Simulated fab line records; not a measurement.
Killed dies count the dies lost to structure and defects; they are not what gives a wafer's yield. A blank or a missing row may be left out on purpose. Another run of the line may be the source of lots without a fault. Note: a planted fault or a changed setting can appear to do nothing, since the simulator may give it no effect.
A lot that was struck, set against a sound lot -- flow nand_harc -- 14 out of 1302 route steps
Sound: these wafers, L974.1, L974.2, L974.6. Struck: wafer L989.6 (L989.4, L989.5, from the same lot, were not struck and are left out); the cause is given at the end.
Per side, at each step with rows, come the tool, then ch with its chambers, and then its first start. Under that, the readings that differ: sound wafers -- struck wafers -- difference of the means -- sigmas: that difference in standard deviations of wafers without a fault.
alike: a reading whose means differ by less than 2 such deviations, as well as words and numbers matching on both sides. not compared: withheld readings; readings where some wafer has no value; bounds like >300 that might hide an equal value; numbers whose values overlap and for which the record gives no deviation.
A row with sigmas, a row that says differs or no value, or rows on one side alone: a step with any of these is where the two part. Non-overlapping numbers with no deviation appear without sigmas and do not part them. A reading that every wafer of one side lacks parts them only if that side has two wafers or more.

first, 2 steps without rows for these wafers: NHARC_A_ONON_D1_ANNEAL_15 (time 3600 s); NHARC_A_ONON_D1_DEP_16 (target thk 1000 nm).
NHARC_A_ONON_D1_THK_MEAS_18: measures by ellipsometry.
  struck on film_metro-01, day 14 09:59; sound on film_metro-01, day 8 08:50
  alike: thk_nm
then, no rows for these wafers at 1 step: NHARC_A_ONON_D1_DEP_19 (target thk 1000 nm).
NHARC_A_ONON_D1_THK_MEAS_21: measures by ellipsometry.
  struck on film_metro-01, day 14 10:33; sound on film_metro-01, day 8 09:24
  alike: thk_nm
then, no rows for these wafers at 1 step: NHARC_A_ONON_D1_DEP_22 (target thk 1000 nm).
NHARC_A_ONON_D1_THK_MEAS_24: measures by ellipsometry.
  struck on film_metro-02, day 14 11:07; sound on film_metro-02, day 8 09:58
reading,sound,struck,difference,sigmas
thk_nm (nm),985 986 986,1008,+22,+3
then, no rows for these wafers at 1 step: NHARC_A_ONON_D1_DEP_25 (target thk 1000 nm).
NHARC_A_ONON_D1_THK_MEAS_27: measures by ellipsometry.
  struck on film_metro-01, day 14 11:41; sound on film_metro-02, day 8 10:32
  alike: thk_nm
then, no rows for these wafers at 1 step: NHARC_A_ONON_D1_DEP_28 (target thk 1000 nm).
NHARC_A_ONON_D1_THK_MEAS_30: measures by ellipsometry.
  struck on film_metro-02, day 14 12:15; sound on film_metro-02, day 8 11:07
reading,sound,struck,difference,sigmas
thk_nm (nm),991 993 993,1011,+19,+3
NHARC_A_ONON_D1_DEP_33: deposits SiO2, target thk 200 nm.
  sound on pecvd-04 ch 0,1, day 8 11:10; struck on pecvd-04 ch 0, day 14 12:26
reading,sound,struck,difference,sigmas
rf_fwd_power_W (W),897.4 897.3 892.4,541.8,-353.9,-99 or more
showerhead_vpp_V (V),1819 1793 1864,1426,-399,-5
  alike: heater_power_w, throttle_valve_pct
NHARC_A_ONON_D1_THK_MEAS_34: measures by ellipsometry.
  struck on film_metro-01, day 14 12:44; sound on film_metro-01, day 8 11:35
reading,sound,struck,difference,sigmas
thk_nm (nm),194.2 191.8 193.9,172.4,-20.9,-7
-- break in the record here, with 17 days between the starts of the struck wafers on either side (left off in module A_ONON_D1, picked up again in module END, where the first step shown is number 1302 on the route) --
NHARC_END_SORT_01:
  at this point the record logs the struck wafers (prober-02 ch 0, day 31 06:33) and has no rows for the sound ones

== WHERE THEY PART ==
Last at NHARC_END_SORT_01 as far as this record goes, first at NHARC_A_ONON_D1_THK_MEAS_24.

WHY: what the simulator had put in
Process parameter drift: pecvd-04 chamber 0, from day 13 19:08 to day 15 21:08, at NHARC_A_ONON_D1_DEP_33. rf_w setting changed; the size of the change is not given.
